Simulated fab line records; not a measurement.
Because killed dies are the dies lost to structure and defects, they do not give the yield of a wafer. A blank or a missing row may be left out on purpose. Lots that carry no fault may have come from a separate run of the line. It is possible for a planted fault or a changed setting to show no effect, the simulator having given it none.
Which tool was responsible?	flow nand harc	23 lots with 69 wafers sampled at 6 steps, on a route of 1302 steps

== WHAT THE GAUGES READ, wafer by wafer ==
NHARC_A_SLIT_INSPECT_11. Usual: raw defect count at 58, with a standard deviation of 29.
lot	measured	on	raw defect count	flag
L074	day 20 02:36	defect inspect-02	71 78 53	
L075	day 20 02:47	defect inspect-01	70 72 70	
L076	day 20 12:48	defect inspect-02	70 59 68	
L077	day 20 22:30	defect inspect-02	114 123 101	
L078	day 21 14:35	defect inspect-02	55 59 55	
L079	day 21 14:26	defect inspect-01	87 69 94	
L080	day 22 09:06	defect inspect-02	64 77 73	
L081	day 23 19:11	defect inspect-01	19 29 30	
L082	day 23 18:31	defect inspect-01	90 77 64	
L083	day 23 19:53	defect inspect-01	38 34 33	
L084	day 23 23:38	defect inspect-02	67 53 65	
L086	day 24 22:37	defect inspect-01	46 56 47	
L085	day 24 22:47	defect inspect-02	19 11 22	
L087	day 25 22:19	defect inspect-02	40 49 47	
L088	day 25 21:31	defect inspect-02	81 82 70	
L089	day 25 19:59	defect inspect-01	24 23 28	
L090	day 27 02:07	defect inspect-02	99 131 89	
L091	day 27 08:59	defect inspect-02	72 70 71	
L092	day 27 12:58	defect inspect-01	53 75 65	
L094	day 28 20:26	defect inspect-01	79 81 70	
L095	day 28 22:46	defect inspect-01	6 14 8	
L093	day 28 20:47	defect inspect-02	27 22 19	
L097	day 29 17:28	defect inspect-02	63 76 71	

== WHICH TOOL RAN EACH LOT (tool, then ch and the chambers of the sampled wafers, then the start) ==
lot	NHARC_A_STAIRCASE_STRIP_295	NHARC_A_STAIRCASE_DEP_151	NHARC_A_STAIRCASE_DESCUM_443	NHARC_A_SGD_CUT_ETCH_59	NHARC_A_SGD_CUT_STRIP_28
L074	rie diel-07 ch 0,1, day 18 05:43 or earlier	pecvd-03 ch 1,2, day 18 05:43	rie diel-04 ch 0,2,3, day 19 07:13	rie diel-05 ch 1,2,3, day 20 02:36 or earlier	rie diel-08 ch 0,1,2, day 20 02:36 or earlier
L075	rie diel-02 ch 0,1,2, day 18 05:46 or earlier	pecvd-04 ch 0,1, day 18 05:46	rie diel-02 ch 0,2,3, day 19 07:11	rie diel-08 ch 0,1,2, day 20 02:47 or earlier	rie diel-13 ch 0,1,3, day 20 02:47 or earlier
L076	rie diel-07 ch 1,3, day 18 14:13 or earlier	pecvd-02 ch 0,1,2, day 18 14:13	rie diel-04 ch 1,2, day 19 16:51	rie diel-08 ch 1,2, day 20 12:48 or earlier	rie diel-08 ch 0,1,2, day 20 12:48 or earlier
L077	rie diel-07 ch 1,2,3, day 19 01:37 or earlier	pecvd-02 ch 0,1, day 19 01:37	rie diel-04 ch 0,1, day 20 03:13	rie diel-08 ch 2,3, day 20 22:30 or earlier	rie diel-08 ch 1,2,3, day 20 22:30 or earlier
L078	rie diel-04 ch 1,2,3, day 19 15:25 or earlier	pecvd-02 ch 1,2, day 19 15:25	rie diel-02 ch 0,1,3, day 20 18:19	rie diel-05 ch 1,2,3, day 21 14:35 or earlier	rie diel-05 ch 0,1,3, day 21 14:35 or earlier
L079	rie diel-04 ch 0,3, day 19 15:31 or earlier	pecvd-03 ch 0,2, day 19 15:31	rie diel-02 ch 1,2, day 20 18:16	rie diel-08 ch 0,1,3, day 21 09:15 or earlier	rie diel-08 ch 1,3, day 21 09:15
L080	rie diel-07 ch 0,2, day 20 07:09 or earlier	pecvd-03 ch 0,1,2, day 20 07:09	rie diel-04 ch 2,3, day 21 10:34	rie diel-13 ch 0,2,3, day 22 09:06 or earlier	rie diel-05 ch 0,2, day 22 09:06 or earlier
L081	rie diel-04 ch 0,2,3, day 21 20:11 or earlier	pecvd-03 ch 0,1,2, day 21 20:11	rie diel-07 ch 0,1, day 22 22:40	rie diel-08 ch 1,2, day 23 19:11 or earlier	rie diel-05 ch 0,3, day 23 19:11 or earlier
L082	rie diel-04 ch 0,2, day 21 20:06 or earlier	pecvd-02 ch 0,2, day 21 20:06	rie diel-02 ch 0,3, day 22 22:51	rie diel-13 ch 0,1,3, day 23 18:31 or earlier	rie diel-08 ch 0,2,3, day 23 18:31 or earlier
L083	rie diel-04 ch 0,1,3, day 21 20:05 or earlier	pecvd-04 ch 0,2, day 21 20:05	rie diel-04 ch 1,3, day 22 22:44	rie diel-05 ch 0,1, day 23 19:53 or earlier	rie diel-13 ch 1,2,3, day 23 19:53 or earlier
L084	rie diel-02 ch 0,2, day 21 23:21 or earlier	pecvd-04 ch 0,1,2, day 21 23:21	rie diel-02 ch 2,3, day 22 22:55	rie diel-13 ch 2,3, day 23 23:38 or earlier	rie diel-08 ch 1,3, day 23 23:38 or earlier
L086	rie diel-04 ch 0,1,3, day 22 23:41 or earlier	pecvd-02 ch 1,2, day 22 23:41	rie diel-04 ch 0,1,2, day 24 03:02	rie diel-13 ch 0,2, day 24 22:37 or earlier	rie diel-08 ch 0,2,3, day 24 22:37 or earlier
L085	rie diel-04 ch 0,1,2, day 23 04:07 or earlier	pecvd-04 ch 0,2, day 23 04:07	rie diel-07 ch 0,2,3, day 24 03:11	rie diel-05 ch 0,2,3, day 24 22:47 or earlier	rie diel-05 ch 2,3, day 24 22:47 or earlier
L087	rie diel-02 ch 0,1,2, day 23 21:12 or earlier	pecvd-04 ch 1,2, day 23 21:12	rie diel-07 ch 1,2,3, day 24 21:19	rie diel-08 ch 1,2,3, day 25 22:19 or earlier	rie diel-13 ch 1,2,3, day 25 22:19 or earlier
L088	rie diel-07 ch 0,2,3, day 23 21:11 or earlier	pecvd-02 ch 0,1, day 23 21:11	rie diel-07 ch 0,1, day 24 21:13	rie diel-05 ch 1,2, day 25 21:31 or earlier	rie diel-08 ch 2,3, day 25 21:31 or earlier
L089	rie diel-04 ch 1,2,3, day 23 21:40 or earlier	pecvd-02 ch 0,1,2, day 23 21:40	rie diel-04 ch 0,1,3, day 24 21:15	rie diel-08 ch 1,2,3, day 25 19:59 or earlier	rie diel-13 ch 0,1,3, day 25 19:59 or earlier
L090	rie diel-07 ch 2,3, day 24 19:57 or earlier	pecvd-02 ch 0,2, day 24 19:57	rie diel-02 ch 0,1,3, day 26 01:28	rie diel-05 ch 0,1,3, day 27 02:07 or earlier	rie diel-08 ch 0,1,3, day 27 02:07 or earlier
L091	rie diel-02 ch 1,3, day 25 02:17 or earlier	pecvd-04 ch 1,2, day 25 02:17	rie diel-02 ch 0,1,3, day 26 10:47	rie diel-08 ch 0,1,3, day 27 08:59 or earlier	rie diel-08 ch 0,2,3, day 27 08:59 or earlier
L092	rie diel-02 ch 0,1,3, day 25 09:14 or earlier	pecvd-03 ch 0,1, day 25 09:14	rie diel-04 ch 1,2, day 26 17:01	rie diel-05 ch 0,2,3, day 27 07:51 or earlier	rie diel-08 ch 0,1, day 27 07:51
L094	rie diel-07 ch 0,1,2, day 27 00:10 or earlier	pecvd-02 ch 0,2, day 27 00:10	rie diel-04 ch 1,2,3, day 28 00:35	rie diel-13 ch 0,1,2, day 28 20:26 or earlier	rie diel-08 ch 1,2,3, day 28 20:26 or earlier
L095	rie diel-04 ch 0,2, day 27 00:08 or earlier	pecvd-04 ch 0,1,2, day 27 00:08	rie diel-07 ch 0,1,2, day 28 00:56	rie diel-08 ch 0,1,2, day 28 22:46 or earlier	rie diel-05 ch 0,2, day 28 22:46 or earlier
L093	rie diel-04 ch 2,3, day 27 00:10 or earlier	pecvd-03 ch 0,1,2, day 27 00:10	rie diel-02 ch 1,3, day 28 00:44	rie diel-05 ch 0,1,2, day 28 20:47 or earlier	rie diel-05 ch 0,1, day 28 20:47 or earlier
L097	rie diel-02 ch 0,1,2, day 27 17:17 or earlier	pecvd-02 ch 0,1, day 27 17:17	rie diel-02 ch 1,2,3, day 28 19:26	rie diel-13 ch 1,3, day 29 17:28 or earlier	rie diel-05 ch 0,1,2, day 29 17:28 or earlier
- NHARC_A_STAIRCASE_STRIP_295: strips in O2.
- NHARC_A_STAIRCASE_DEP_151: deposits SiO2, target thk 7200 nm.
- NHARC_A_STAIRCASE_DESCUM_443: chemistry O2, time 3 s.
- NHARC_A_SGD_CUT_ETCH_59: etches the open film in N2/H2, target depth 260 nm, time 406.25 s.
- NHARC_A_SGD_CUT_STRIP_28: strips in O2, time 20 s.

== WHAT THE TOOLS THEMSELVES READ (means of the sampled wafers that have a number; where no wafer has one, the mark that the record gives instead) ==
NHARC_A_STAIRCASE_STRIP_295. Usual: drypump motor current A 6.0 A, standard deviation 0.53; oes product au 0.999 a.u., standard deviation 0.0078; rf vpp V 57.7 V, standard deviation 0.97; showerhead plenum p Torr 3.50 Torr, standard deviation 0.16; throttle valve pct 17.037 %, standard deviation 0.0089.
lot	tool	drypump motor current A (A)	oes product au (a.u.)	rf vpp V (V)	showerhead plenum p Torr (Torr)	throttle valve pct (%)	flag
L074	rie diel-07	6.1	1.001	57.9	3.65	17.036	
L075	rie diel-02	5.3	1.005	57.7	3.34	17.029	
L076	rie diel-07	5.4	0.996	57.9	3.53	17.038	
L077	rie diel-07	5.9	0.996	57.7	3.57	17.037	
L078	rie diel-04	6.4	1.003	57.6	3.49	17.041	
L079	rie diel-04	6.1	0.996	57.3	3.40	17.036	
L080	rie diel-07	6.2	1.000	57.8	3.57	17.031	
L081	rie diel-04	6.1	0.996	57.7	3.38	17.041	
L082	rie diel-04	6.3	0.999	57.4	3.37	17.030	
L083	rie diel-04	6.3	1.003	57.4	3.45	17.033	
L084	rie diel-02	5.2	0.988	57.7	3.48	17.034	
L086	rie diel-04	6.3	0.995	57.3	3.44	17.035	
L085	rie diel-04	6.4	0.998	56.7	3.43	17.041	
L087	rie diel-02	5.3	0.994	57.3	3.50	17.038	
L088	rie diel-07	5.9	1.000	57.4	3.50	17.040	
L089	rie diel-04	6.4	1.004	58.1	3.47	17.044	
L090	rie diel-07	6.0	1.014	58.4	3.49	17.032	
L091	rie diel-02	5.6	0.991	57.4	3.41	17.038	
L092	rie diel-02	5.3	1.001	58.0	3.54	17.040	
L094	rie diel-07	6.2	1.005	57.7	3.60	17.041	
L095	rie diel-04	6.2	0.994	58.5	3.66	17.034	
L093	rie diel-04	6.2	0.991	57.7	3.39	17.036	
L097	rie diel-02	5.4	0.993	58.1	3.48	17.049	

NHARC_A_STAIRCASE_DEP_151. Usual: heater power outer w 380 W, standard deviation 54; heater power w 657 W, standard deviation 88; mfc precursor sccm 200.1 sccm, standard deviation 0.68.
lot	tool	heater power outer w (W)	heater power w (W)	mfc precursor sccm (sccm)	flag
L074	pecvd-03	339	566	199.8	
L075	pecvd-04	395	644	199.7	
L076	pecvd-02	383	703	199.9	
L077	pecvd-02	374	681	200.9	
L078	pecvd-02	367	672	199.7	
L079	pecvd-03	409	708	199.6	
L080	pecvd-03	358	618	200.3	
L081	pecvd-03	377	636	200.2	
L082	pecvd-02	395	715	199.4	
L083	pecvd-04	369	603	200.1	
L084	pecvd-04	362	607	199.7	
L086	pecvd-02	385	693	199.9	
L085	pecvd-04	347	576	199.9	
L087	pecvd-04	357	596	199.4	
L088	pecvd-02	339	636	200.1	
L089	pecvd-02	409	726	200.1	
L090	pecvd-02	408	744	200.0	
L091	pecvd-04	325	542	199.8	
L092	pecvd-03	394	655	200.8	
L094	pecvd-02	393	715	199.8	
L095	pecvd-04	369	604	200.3	
L093	pecvd-03	368	625	200.0	
L097	pecvd-02	381	694	200.6	

NHARC_A_STAIRCASE_DESCUM_443. Usual: drypump motor current A 5.8 A, standard deviation 0.53; oes product au 0.999 a.u., standard deviation 0.0081; rf vpp V 57.8 V, standard deviation 0.99; showerhead plenum p Torr 1.90 Torr, standard deviation 0.092; throttle valve pct 11.312 %, standard deviation 0.0089.
lot	tool	drypump motor current A (A)	oes product au (a.u.)	rf vpp V (V)	showerhead plenum p Torr (Torr)	throttle valve pct (%)	flag
L074	rie diel-04	6.1	1.004	57.3	1.83	11.313	
L075	rie diel-02	5.2	0.990	57.0	1.92	11.321	
L076	rie diel-04	6.6	1.008	58.5	1.93	11.311	
L077	rie diel-04	6.2	1.000	57.0	1.84	11.318	
L078	rie diel-02	5.3	0.993	57.5	1.93	11.310	
L079	rie diel-02	5.6	0.986	57.8	1.82	11.314	
L080	rie diel-04	6.2	0.996	57.6	1.85	11.323	
L081	rie diel-07	6.1	1.003	59.2	2.00	11.305	
L082	rie diel-02	5.0	0.997	58.5	2.00	11.304	
L083	rie diel-04	6.2	1.002	57.7	1.89	11.313	
L084	rie diel-02	5.4	0.980	57.0	1.82	11.309	
L086	rie diel-04	6.4	0.997	58.7	1.96	11.313	
L085	rie diel-07	5.9	1.002	58.3	1.89	11.318	
L087	rie diel-07	5.9	1.001	58.1	1.93	11.309	
L088	rie diel-07	6.1	0.996	58.0	2.00	11.307	
L089	rie diel-04	6.3	1.002	57.8	1.96	11.304	
L090	rie diel-02	5.3	0.998	58.2	1.92	11.312	
L091	rie diel-02	5.3	1.001	57.6	1.92	11.307	
L092	rie diel-04	6.6	1.002	57.3	1.91	11.309	
L094	rie diel-04	6.3	1.005	57.6	1.87	11.316	
L095	rie diel-07	6.2	1.006	58.2	1.95	11.318	
L093	rie diel-02	5.6	1.005	57.6	1.84	11.320	
L097	rie diel-02	5.5	0.998	57.4	1.82	11.317	

NHARC_A_SGD_CUT_ETCH_59. Usual: drypump motor current A 5.8 A, standard deviation 0.35; oes product au 0.998 a.u., standard deviation 0.0072; rf vpp V 429.8 V, standard deviation 2.7; showerhead plenum p Torr 2.01 Torr, standard deviation 0.092; throttle valve pct 14.170 %, standard deviation 0.0087.
lot	tool	drypump motor current A (A)	oes product au (a.u.)	rf vpp V (V)	showerhead plenum p Torr (Torr)	throttle valve pct (%)	flag
L074	rie diel-05	5.9	1.002	429.6	2.02	14.166	
L075	rie diel-08	6.1	1.000	430.9	2.07	14.168	
L076	rie diel-08	6.1	1.004	431.0	2.03	14.170	
L077	rie diel-08	5.7	0.998	431.0	2.07	14.171	
L078	rie diel-05	5.9	1.005	429.6	2.02	14.173	
L079	rie diel-08	6.1	0.997	431.7	2.06	14.176	
L080	rie diel-13	5.8	1.001	430.3	1.99	14.162	
L081	rie diel-08	6.1	0.996	430.5	2.03	14.175	
L082	rie diel-13	5.6	1.000	429.9	2.02	14.171	
L083	rie diel-05	5.8	1.008	426.8	1.91	14.161	
L084	rie diel-13	5.5	0.993	429.3	1.99	14.176	
L086	rie diel-13	5.8	0.990	427.0	1.92	14.171	
L085	rie diel-05	5.8	1.003	429.8	2.00	14.169	
L087	rie diel-08	5.9	1.002	430.5	2.05	14.175	
L088	rie diel-05	5.9	0.992	427.2	1.92	14.163	
L089	rie diel-08	5.9	0.999	430.7	2.05	14.163	
L090	rie diel-05	5.8	1.002	429.9	2.01	14.172	
L091	rie diel-08	6.1	1.004	430.9	2.06	14.179	
L092	rie diel-05	5.8	0.988	429.6	2.00	14.168	
L094	rie diel-13	5.7	0.993	426.8	1.95	14.170	
L095	rie diel-08	6.1	0.999	431.2	2.06	14.169	
L093	rie diel-05	5.9	0.992	427.1	1.92	14.169	
L097	rie diel-13	5.2	1.004	429.6	2.04	14.172	

NHARC_A_SGD_CUT_STRIP_28. Usual: drypump motor current A 5.9 A, standard deviation 0.34; oes product au 1.000 a.u., standard deviation 0.0077; rf vpp V 57.8 V, standard deviation 0.87; showerhead plenum p Torr 3.52 Torr, standard deviation 0.14; throttle valve pct 17.035 %, standard deviation 0.0081.
lot	tool	drypump motor current A (A)	oes product au (a.u.)	rf vpp V (V)	showerhead plenum p Torr (Torr)	throttle valve pct (%)	flag
L074	rie diel-08	6.1	0.999	58.0	3.57	17.032	
L075	rie diel-13	5.6	0.995	59.0	3.49	17.029	
L076	rie diel-08	6.1	1.010	58.3	3.57	17.032	
L077	rie diel-08	5.9	1.001	57.5	3.54	17.030	
L078	rie diel-05	5.8	1.006	57.4	3.49	17.026	
L079	rie diel-08	6.0	0.990	57.8	3.51	17.033	
L080	rie diel-05	5.8	1.010	57.0	3.31	17.039	
L081	rie diel-05	5.8	1.003	58.1	3.62	17.037	
L082	rie diel-08	5.9	0.999	57.9	3.59	17.031	
L083	rie diel-13	5.4	1.003	57.7	3.49	17.038	
L084	rie diel-08	5.8	1.003	58.2	3.53	17.033	
L086	rie diel-08	5.9	1.005	58.2	3.59	17.041	
L085	rie diel-05	5.8	1.003	58.3	3.63	17.030	
L087	rie diel-13	5.4	0.989	57.2	3.49	17.039	
L088	rie diel-08	5.7	1.001	57.4	3.56	17.035	
L089	rie diel-13	5.6	1.001	57.7	3.49	17.041	
L090	rie diel-08	6.1	1.005	58.0	3.56	17.029	
L091	rie diel-08	5.9	1.003	58.7	3.59	17.041	
L092	rie diel-08	6.3	1.000	58.3	3.59	17.030	
L094	rie diel-08	5.9	1.005	58.0	3.54	17.037	
L095	rie diel-05	5.8	0.993	56.6	3.31	17.036	
L093	rie diel-05	5.8	0.998	58.5	3.34	17.038	
L097	rie diel-05	5.9	0.986	57.1	3.33	17.034	

== THE ANSWER, worked out from the rows above alone ==
Rule: lot off if the mean of its wafers having a number is beyond 3 standard deviations from the usual mean. A lot without any number at a reading at which 4 lots or more have one is off too. All remaining lots with rows at the step are treated as sound. Order of review: gauges by route order, followed by the tools' own readings, for which a lot's mean as printed above is used. The first step at which some lot is off is used, and at that step the reading that is off furthest; a lot without a number counts as furthest.
Across all readings shown, no lot is off: no conclusion can be drawn from this.

== WHAT THE SIMULATOR PUT IN ==
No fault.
